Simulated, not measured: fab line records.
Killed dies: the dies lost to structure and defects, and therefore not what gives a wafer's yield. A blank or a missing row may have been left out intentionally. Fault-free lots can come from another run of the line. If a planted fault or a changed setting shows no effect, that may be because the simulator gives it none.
Split-lot experiment | flow n5_finfet | route with 1938 steps; 7 lots, 21 wafers read

== THE SPLIT ITSELF ==
At N5_BEOL_M8_TRENCH_ETCH_37 (etches SiCOH lowk in C4F6/O2, target depth 93.478 nm, time 31.2 s), the setting source_w was moved away from the recipe's 345 W on 5 of the 21 wafers read, by -17.6% to +12.0%. All remaining wafers had this setting at the recipe value.

Reading taken at the split's own step.

== THE READING ==
rf_vpp_V, in V, at N5_BEOL_M8_TRENCH_ETCH_37 (etches SiCOH lowk in C4F6/O2, target depth 93.478 nm, time 31.2 s). On this fab line, fault-free wafers typically give 668 V with a standard deviation of 5 V.

wafer  | tool, chamber at the split | source_w as run, W | against the recipe | rf_vpp_V, V | against lot-mates on the recipe
L074.1 | rie_diel-05, 3             | 320.3              | -7.2%              | 695         | +25
L074.3 | rie_diel-05, 1             | 345                | recipe             | 670         | -
L074.4 | rie_diel-05, 2             | 320.3              | -7.2%              | 701         | +31
L077.1 | rie_diel-03, 2             | 284.2              | -17.6%             | 726         | +52
L077.4 | rie_diel-03, 1             | 345                | recipe             | 674         | -
L077.5 | rie_diel-03, 1             | 284.2              | -17.6%             | 744         | +70
L076.1 | rie_diel-03, 3             | 345                | recipe             | 666         | -
L076.2 | rie_diel-03, 0             | 345                | recipe             | 667         | -
L076.5 | rie_diel-03, 0             | 345                | recipe             | 667         | -
L079.2 | rie_diel-03, 0             | 345                | recipe             | 667         | -
L079.3 | rie_diel-03, 3             | 345                | recipe             | 667         | -
L079.6 | rie_diel-03, 2             | 386.4              | +12.0%             | 622         | -45
L084.1 | rie_diel-05, 1             | 345                | recipe             | 672         | -
L084.3 | rie_diel-05, 2             | 345                | recipe             | 674         | -
L084.4 | rie_diel-05, 1             | 345                | recipe             | 670         | -
L090.1 | rie_diel-06, 2             | 345                | recipe             | 672         | -
L090.2 | rie_diel-06, 3             | 345                | recipe             | 672         | -
L090.6 | rie_diel-06, 1             | 345                | recipe             | 667         | -
L091.1 | rie_diel-05, 3             | 345                | recipe             | 668         | -
L091.3 | rie_diel-05, 0             | 345                | recipe             | 661         | -
L091.6 | rie_diel-05, 1             | 345                | recipe             | 670         | -

THE FIT
A straight line over all 21 wafers: rf_vpp_V changes by -3.81 V for each +1% of source_w; r = -0.98; the points scatter about the line by 4.4 V.
The same after taking each lot's own level away (the mean of its wafers on the recipe; 21 wafers): -3.56 V for each +1%; r = -0.99; scatter 3.8 V.
On that fit, the largest move of source_w shifts the reading by 63 V.
The span of the lots' own levels, 666.3 to 674.0 V, comes to 1.5 times the standard deviation stated above.
Consequently the slope shifts little with the lot-to-lot level, the two slopes agreeing.
Check: +68.9 V against its lot-mates is what the line predicts for one of the wafers moved furthest among these (-17.6%) when that wafer is left out of the fit. It came out at +52 V against them.
Tool readings at the split's step, against how far the setting was moved: rf_vpp_V r = -0.98.

== OTHER SPLITS APPLIED TO THESE WAFERS ==
These wafers also went through other splits before the reading. Each is held against what the fit with the lots' levels taken away leaves over:
other split on the same wafers   | wafers away from the commonest value | r with rf_vpp_V (lot level and that fit taken away)
N5_BEOL_M7_VIA_ETCH_34 source_w  | 5                                    | -0.32
N5_BEOL_M7_TRENCH_ETCH_37 time_s | 8                                    | -0.14

== FILE'S OWN FIT ==
rf_vpp_V changes by -3.61 V for each +1% of source_w, r = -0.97.
